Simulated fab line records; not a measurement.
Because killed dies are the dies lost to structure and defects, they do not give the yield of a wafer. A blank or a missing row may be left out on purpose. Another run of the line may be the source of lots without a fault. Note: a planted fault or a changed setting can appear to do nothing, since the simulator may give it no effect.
Check of tool commonality -- flow nandHarc -- Sample size 11 lots and 33 wafers

== WHAT PROMPTED THE OPENING ==
At NHARC_THIN_TSV_INSPECT_40 the reading rawDefectCount is flagged on 2 of 11 lots. Fault-free wafers read 462, with a standard deviation of 88.
Rule: a lot is flagged when every wafer of it that has a number lies more than 4 standard deviations from that mean, or none has a number. The other lots count as sound.

lot,measured,on,"rawDefectCount, wafer by wafer",flag
L373,day 19 08:29,defectInspect-02,661 543 560,
L377,day 20 20:32,defectInspect-02,534 554 534,
L382,day 21 07:23,defectInspect-01,393 442 458,
L381,day 21 07:23,defectInspect-02,406 380 419,
L391,day 23 00:43,defectInspect-02,432 484 349,
L388,day 23 12:45,defectInspect-02,1599 1477 1519,FLAGGED
L389,day 23 12:45,defectInspect-01,1512 1777 1823,FLAGGED
L390,day 23 17:41,defectInspect-02,427 494 482,
L396,day 24 17:44,defectInspect-02,419 472 440,
L395,day 24 17:44,defectInspect-01,490 406 417,
L394,day 24 17:44,defectInspect-02,448 424 399,
Average over the flagged lots: 1618; offset from the usual +1156, equal to +13 standard deviations.

== TOOL THAT RAN EACH LOT ==
4 process steps preceding the reading are held in the record, out of 1159 steps in the route. In each cell: the tool, then ch and the chambers that the sampled wafers went through, then the start.
lot,flag,NHARC_THIN_TSV_ANNEAL_52,NHARC_THIN_TSV_DESCUM_35,NHARC_THIN_TSV_ETCH_59,NHARC_THIN_TSV_STRIP_57
L373,,"rtpAnneal-01 ch 0, day 19 00:34","rieDiel-11 ch 0,1, day 19 02:40","rieMetal-01 ch 0,1, day 19 02:52","wetBench-08 ch 2,5,6, day 19 03:36"
L377,,"rtpAnneal-02 ch 0, day 20 12:45","rieDiel-11 ch 1,2, day 20 14:49","rieMetal-01 ch 0,1, day 20 14:56","wetBench-10 ch 2,3,4, day 20 15:41"
L382,,"rtpAnneal-01 ch 0, day 21 01:02","rieDiel-06 ch 1,2,3, day 21 03:09","rieMetal-03 ch 0,1, day 21 03:17","wetBench-10 ch 4,6,7, day 21 04:10"
L381,,"rtpAnneal-02 ch 0, day 20 23:19","rieDiel-12 ch 0,1,2, day 21 01:32","rieMetal-01 ch 0,1, day 21 01:40","wetBench-08 ch 0,5,6, day 21 02:32"
L391,,"rtpAnneal-01 ch 0, day 22 18:15","rieDiel-12 ch 1,2, day 22 20:11","rieMetal-02 ch 0,1, day 22 20:18","wetBench-08 ch 0,3,7, day 22 21:01"
L388,FLAGGED,"rtpAnneal-02 ch 0, day 23 05:13","rieDiel-11 ch 0,1, day 23 07:16","rieMetal-02 ch 0,1, day 23 07:23","wetBench-10 ch 2,5,6, day 23 08:07"
L389,FLAGGED,"rtpAnneal-02 ch 0, day 23 06:27","rieDiel-06 ch 1,2,3, day 23 08:33","rieMetal-01 ch 1, day 23 08:41","wetBench-10 ch 1,6,7, day 23 09:22"
L390,,"rtpAnneal-02 ch 0, day 23 09:58","rieDiel-06 ch 0,2, day 23 11:59","rieMetal-03 ch 0,1, day 23 12:11","wetBench-08 ch 1,2,5, day 23 12:50"
L396,,"rtpAnneal-02 ch 0, day 24 09:51","rieDiel-11 ch 0,2, day 24 11:59","rieMetal-02 ch 0,1, day 24 12:07","wetBench-08 ch 0,5,6, day 24 12:50"
L395,,"rtpAnneal-02 ch 0, day 24 12:08","rieDiel-12 ch 0,3, day 24 14:14","rieMetal-03 ch 1, day 24 14:22","wetBench-08 ch 0,5,6, day 24 15:05"
L394,,"rtpAnneal-02 ch 0, day 24 11:13","rieDiel-06 ch 2,3, day 24 13:19","rieMetal-01 ch 0,1, day 24 13:29","wetBench-08 ch 1,2,6, day 24 14:09"
These steps, and what they do:
- NHARC_THIN_TSV_ANNEAL_52: time 90 s.
- NHARC_THIN_TSV_DESCUM_35: chemistry O2, time 3 s.
- NHARC_THIN_TSV_ETCH_59: etches the open film in Cl2/BCl3, target depth 880 nm, time 138.1 s.
- NHARC_THIN_TSV_STRIP_57: strips in post etch residue remover, time 1200 s.
- NHARC_THIN_TSV_INSPECT_40

== FLAGGED AGAINST TOTAL, ONE TOOL AT A TIME (gauges that did the reading follow at the end) ==
step,tool,lots run,flagged,share of the flagged lots,sound lots run after its first flagged lot
NHARC_THIN_TSV_ANNEAL_52,rtpAnneal-01,3,0,none,-
NHARC_THIN_TSV_ANNEAL_52,rtpAnneal-02,8,2,all,"4 (L390,L396,L394,L395)"
NHARC_THIN_TSV_DESCUM_35,rieDiel-06,4,1,some,"2 (L390,L394)"
NHARC_THIN_TSV_DESCUM_35,rieDiel-11,4,1,some,1 (L396)
NHARC_THIN_TSV_DESCUM_35,rieDiel-12,3,0,none,-
NHARC_THIN_TSV_ETCH_59,rieMetal-01,5,1,some,1 (L394)
NHARC_THIN_TSV_ETCH_59,rieMetal-02,3,1,some,1 (L396)
NHARC_THIN_TSV_ETCH_59,rieMetal-03,3,0,none,-
NHARC_THIN_TSV_STRIP_57,wetBench-08,7,0,none,-
NHARC_THIN_TSV_STRIP_57,wetBench-10,4,2,all,0
NHARC_THIN_TSV_INSPECT_40,defectInspect-01,3,1,some,1 (L395)
NHARC_THIN_TSV_INSPECT_40,defectInspect-02,8,1,some,"3 (L390,L396,L394)"

== THE TABLE: WHAT IT ALLOWS ==
Table rows that saw every flagged lot: 2, namely rtpAnneal-02 at NHARC_THIN_TSV_ANNEAL_52 and wetBench-10 at NHARC_THIN_TSV_STRIP_57.
- rtpAnneal-02 at NHARC_THIN_TSV_ANNEAL_52: 2 of its 8 lots flagged. Sound lots ran on it after the first flagged one (L390, L396, L394, L395), which a lasting fault on the whole tool wouldn't allow.
- wetBench-10 at NHARC_THIN_TSV_STRIP_57: 2 of its 4 lots flagged. A fault beginning between L382 (day 21 04:10), its last sound lot, and L388 (day 23 08:07), its first flagged one, fits the data.
One tool is left: wetBench-10 at NHARC_THIN_TSV_STRIP_57.

== WHAT THE SIMULATOR PUT IN ==
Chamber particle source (wetBench-10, NHARC_THIN_TSV_STRIP_57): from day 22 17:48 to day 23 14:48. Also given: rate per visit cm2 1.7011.
Shown lots that were struck: L388, L389. The rule above found the same.
